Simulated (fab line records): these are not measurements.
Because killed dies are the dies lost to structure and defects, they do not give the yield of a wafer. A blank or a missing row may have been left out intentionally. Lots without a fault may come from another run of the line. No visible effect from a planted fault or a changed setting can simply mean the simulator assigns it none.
Matching of chambers | flow n5Finfet | 4 sister chambers for N5_GATE_CUT_ETCH_58 on rieDiel-02
The step etches SiNx in CH3F/O2, target depth 17 nm, time 128.6 s. 20 wafers are shown with their chamber, then 10 later ones without.

## WAFERS WITH THEIR CHAMBER
wafer  | chamber | drypumpMotorCurrentA (A) | showerheadPlenumPTorr (Torr) | throttleValvePct (%)
L074.1 | 2       | 5.3                      | 1.95                         | 16.27
L074.3 | 3       | 5.2                      | 2.05                         | 16.45
L074.6 | 0       | 6.1                      | 2.07                         | 16.14
L076.1 | 3       | 5.2                      | 2.04                         | 16.44
L076.4 | 0       | 6.1                      | 2.07                         | 16.16
L076.5 | 2       | 5.3                      | 1.94                         | 16.29
L079.1 | 0       | 6.1                      | 2.06                         | 16.18
L079.4 | 1       | 6.6                      | 2.12                         | 16.03
L079.6 | 3       | 5.2                      | 2.04                         | 16.47
L081.1 | 3       | 5.2                      | 2.04                         | 16.47
L081.3 | 0       | 6.2                      | 2.06                         | 16.17
L081.4 | 1       | 6.5                      | 2.12                         | 16.05
L083.2 | 3       | 5.2                      | 2.04                         | 16.46
L083.4 | 2       | 5.3                      | 1.94                         | 16.30
L083.6 | 3       | 5.2                      | 2.04                         | 16.48
L085.2 | 0       | 6.1                      | 2.06                         | 16.19
L085.3 | 3       | 5.2                      | 2.04                         | 16.49
L085.4 | 2       | 5.3                      | 1.94                         | 16.32
L090.3 | 3       | 5.2                      | 2.04                         | 16.50
L090.4 | 2       | 5.3                      | 1.94                         | 16.33

SIGNATURES (means of the wafers above)
reading               | chamber 0 | chamber 1 | chamber 2 | chamber 3 | scatter within a chamber
drypumpMotorCurrentA  | 6.120     | 6.550     | 5.300     | 5.200     | 0.0285
showerheadPlenumPTorr | 2.0640    | 2.1200    | 1.9420    | 2.0412    | 0.00424
throttleValvePct      | 16.1680   | 16.0400   | 16.3020   | 16.4700   | 0.0206
Rule: a wafer lies at a distance from a chamber equal to the root of the sum of squares, over the readings, of (its reading less the chamber's mean, divided by the reading's scatter). The wafer belongs to the nearest chamber; if the next one is less than 2 further off, it can't be placed. How the scatter is found: for the shown wafers, subtract from each reading the mean of its chamber, square and add these, divide the total by (wafers less chambers), then take the root.

## WAFERS WITH NO CHAMBER GIVEN
wafer  | drypumpMotorCurrentA (A) | showerheadPlenumPTorr (Torr) | throttleValvePct (%)
L090.5 | 5.3                      | 1.94                         | 16.32
L091.1 | 5.2                      | 2.04                         | 16.51
L091.2 | 6.6                      | 2.12                         | 16.07
L091.6 | 6.2                      | 2.06                         | 16.21
L092.1 | 5.2                      | 2.04                         | 16.50
L092.2 | 6.1                      | 2.06                         | 16.19
L092.6 | 5.3                      | 1.93                         | 16.34
L097.2 | 6.1                      | 2.06                         | 15.72
L097.3 | 5.3                      | 2.03                         | 16.53
L097.6 | 6.6                      | 2.11                         | 16.09

## THE CHAMBER EACH PASSED THROUGH
wafer  | from the rows above | in truth
L090.5 | 2                   | 2
L091.1 | 3                   | 3
L091.2 | 1                   | 1
L091.6 | 0                   | 0
L092.1 | 3                   | 3
L092.2 | 0                   | 0
L092.6 | 2                   | 2
L097.2 | 0                   | 0
L097.3 | 3                   | 3
L097.6 | 1                   | 1
Correct placement for 10 of the 10. From these rows, 0 cannot be placed. Placed wrongly: 0.
